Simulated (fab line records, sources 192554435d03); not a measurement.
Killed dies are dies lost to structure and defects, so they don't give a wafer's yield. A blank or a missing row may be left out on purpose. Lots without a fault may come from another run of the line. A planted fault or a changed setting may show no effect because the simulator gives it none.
Split-lot experiment | flow n5_finfet | 7 lots, 39 wafers read, on a route of 1938 steps

THE SPLIT
At N5_SD_EPI_N_ETCH_35 (etches SOC in N2/H2, overetch 108 nm, time 486 s), the setting source_w was moved away from the recipe's 3000 W on 15 of the 39 wafers read, by -16.6% to +17.2%. The other wafers ran this setting at the recipe's value.

The reading is taken at the split's own step.

THE READING
rf_vpp_V, in V, at N5_SD_EPI_N_ETCH_35 (etches SOC in N2/H2, overetch 108 nm, time 486 s). Fault-free wafers of this fab line usually give 240.3 V, standard deviation 1.3 V.

wafer  | tool, chamber at the split | source_w as run, W | against the recipe | rf_vpp_V, V | against lot-mates on the recipe
L075.2 | rie_diel-04, 0             | 3000               | recipe             | 241.8       | -
L075.3 | rie_diel-04, 3             | 3000               | recipe             | 241.0       | -
L075.5 | rie_diel-04, 2             | 3000               | recipe             | 240.3       | -
L083.1 | rie_diel-04, 3             | 3517               | +17.2%             | 228.8       | -11.1
L083.2 | rie_diel-04, 2             | 3000               | recipe             | 240.4       | -
L083.3 | rie_diel-04, 0             | 3000               | recipe             | 240.4       | -
L083.4 | rie_diel-04, 1             | 3517               | +17.2%             | 226.0       | -13.9
L083.5 | rie_diel-04, 2             | 3517               | +17.2%             | 227.1       | -12.8
L083.6 | rie_diel-04, 1             | 3000               | recipe             | 238.9       | -
L086.1 | rie_diel-05, 3             | 3000               | recipe             | 238.0       | -
L086.2 | rie_diel-05, 1             | 3000               | recipe             | 240.2       | -
L086.3 | rie_diel-05, 2             | 3000               | recipe             | 241.9       | -
L086.4 | rie_diel-05, 3             | 3000               | recipe             | 239.4       | -
L086.5 | rie_diel-05, 2             | 3000               | recipe             | 241.0       | -
L086.6 | rie_diel-05, 1             | 3000               | recipe             | 240.5       | -
L090.1 | rie_diel-05, 3             | 3000               | recipe             | 239.0       | -
L090.2 | rie_diel-05, 0             | 3000               | recipe             | 238.1       | -
L090.3 | rie_diel-05, 1             | 3271               | +9.0%              | 232.4       | -6.6
L090.4 | rie_diel-05, 2             | 3000               | recipe             | 239.8       | -
L090.5 | rie_diel-05, 1             | 3271               | +9.0%              | 232.6       | -6.4
L090.6 | rie_diel-05, 2             | 3271               | +9.0%              | 234.7       | -4.3
L091.1 | rie_diel-01, 1             | 3000               | recipe             | 243.1       | -
L091.2 | rie_diel-01, 3             | 3378               | +12.6%             | 230.9       | -10.1
L091.3 | rie_diel-01, 2             | 3000               | recipe             | 240.8       | -
L091.4 | rie_diel-01, 1             | 3378               | +12.6%             | 232.8       | -8.2
L091.5 | rie_diel-01, 3             | 3378               | +12.6%             | 230.9       | -10.1
L091.6 | rie_diel-01, 2             | 3000               | recipe             | 239.2       | -
L093.1 | rie_diel-05, 3             | 3000               | recipe             | 238.6       | -
L093.2 | rie_diel-05, 0             | 3427               | +14.2%             | 228.3       | -11.6
L093.3 | rie_diel-05, 2             | 3000               | recipe             | 242.4       | -
L093.4 | rie_diel-05, 1             | 3427               | +14.2%             | 228.8       | -11.1
L093.5 | rie_diel-05, 3             | 3427               | +14.2%             | 228.8       | -11.1
L093.6 | rie_diel-05, 0             | 3000               | recipe             | 238.6       | -
L097.1 | rie_diel-05, 2             | 3000               | recipe             | 241.9       | -
L097.2 | rie_diel-05, 1             | 2502               | -16.6%             | 253.3       | +11.7
L097.3 | rie_diel-05, 0             | 2502               | -16.6%             | 256.8       | +15.2
L097.4 | rie_diel-05, 3             | 3000               | recipe             | 239.3       | -
L097.5 | rie_diel-05, 1             | 2502               | -16.6%             | 253.6       | +12.0
L097.6 | rie_diel-05, 2             | 3000               | recipe             | 243.5       | -

THE FIT
A straight line over all 39 wafers: rf_vpp_V changes by -0.798 V for each +1% of source_w; r = -0.98; the points scatter about the line by 1.5 V.
The same after taking each lot's own level away (the mean of its wafers on the recipe; 39 wafers): -0.757 V for each +1%; r = -0.98; scatter 1.3 V.
On that fit, the largest move of source_w shifts the reading by 13 V.
The lots' own levels span 238.97 to 241.57 V, that is 2.0 times the standard deviation above.
So the lot-to-lot level changes the slope little: the two slopes agree.
Check: with one of the wafers moved furthest among these (+17.2%) left out of the fit, the line predicts -13.1 V for it against its lot-mates. It came out at -11.1 V against them.
Tool readings at the split's step, against how far the setting was moved: rf_vpp_V r = -0.98.

OTHER SPLITS ON THESE WAFERS
These wafers also went through other splits before the reading. Each is held against what the fit with the lots' levels taken away leaves over:
other split on the same wafers     | wafers away from the commonest value | r with rf_vpp_V (lot level and that fit taken away)
N5_FIN_SAQP_HM_DEP_03 target_thk_a | 12                                   | -0.13

THE FILE'S OWN FIT
rf_vpp_V changes by -0.754 V for each +1% of source_w, r = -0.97.
